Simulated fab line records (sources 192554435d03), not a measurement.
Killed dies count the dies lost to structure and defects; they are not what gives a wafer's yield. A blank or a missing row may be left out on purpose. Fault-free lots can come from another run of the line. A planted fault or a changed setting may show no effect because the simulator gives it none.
Chamber matching || flow n5 finfet || 4 sister chambers for N5_BEOL_M5_STRIP_36 on rie diel-03
The step strips in N2/H2. 4 wafers are shown with their chamber, then 7 later ones without.

## WAFERS, EACH WITH ITS CHAMBER
{"wafer": "L080.2", "chamber": 2, "showerhead plenum p Torr (Torr)": 2.71}
{"wafer": "L084.4", "chamber": 1, "showerhead plenum p Torr (Torr)": 2.42}
{"wafer": "L087.4", "chamber": 0, "showerhead plenum p Torr (Torr)": 2.51}
{"wafer": "L087.5", "chamber": 3, "showerhead plenum p Torr (Torr)": 2.52}

## WAFERS WITHOUT THEIR CHAMBER
{"wafer": "L087.6", "showerhead plenum p Torr (Torr)": 2.41}
{"wafer": "L093.1", "showerhead plenum p Torr (Torr)": 2.51}
{"wafer": "L093.3", "showerhead plenum p Torr (Torr)": 2.51}
{"wafer": "L093.4", "showerhead plenum p Torr (Torr)": 2.70}
{"wafer": "L095.2", "showerhead plenum p Torr (Torr)": 2.51}
{"wafer": "L095.3", "showerhead plenum p Torr (Torr)": 2.51}
{"wafer": "L095.5", "showerhead plenum p Torr (Torr)": 2.51}

## WHICH CHAMBER EACH ONE RAN IN
{"wafer": "L087.6", "from the rows above": 1, "in truth": 1}
{"wafer": "L093.1", "from the rows above": "can't be placed: 0 or 3", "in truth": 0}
{"wafer": "L093.3", "from the rows above": "can't be placed: 0 or 3", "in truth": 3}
{"wafer": "L093.4", "from the rows above": 2, "in truth": 2}
{"wafer": "L095.2", "from the rows above": "can't be placed: 0 or 3", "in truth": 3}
{"wafer": "L095.3", "from the rows above": "can't be placed: 0 or 3", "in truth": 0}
{"wafer": "L095.5", "from the rows above": "can't be placed: 0 or 3", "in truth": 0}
Correct placement for 2 of the 7. These rows do not allow placing 5 (true chamber among the candidates in 5). Placed wrongly: 0.
How it was worked out, from the rows above alone: a wafer's distance from a chamber is the root of the sum, over the readings, of the square of ((its reading less the chamber's mean) divided by the reading's scatter). The wafer belongs to the nearest chamber; if the next one is less than 2 further off, it can't be placed. The mean given for a chamber averages the wafers shown for that chamber. The scatter: with one shown wafer a chamber, the root of the mean of the squares of how far each hidden wafer lies from its nearest shown one.
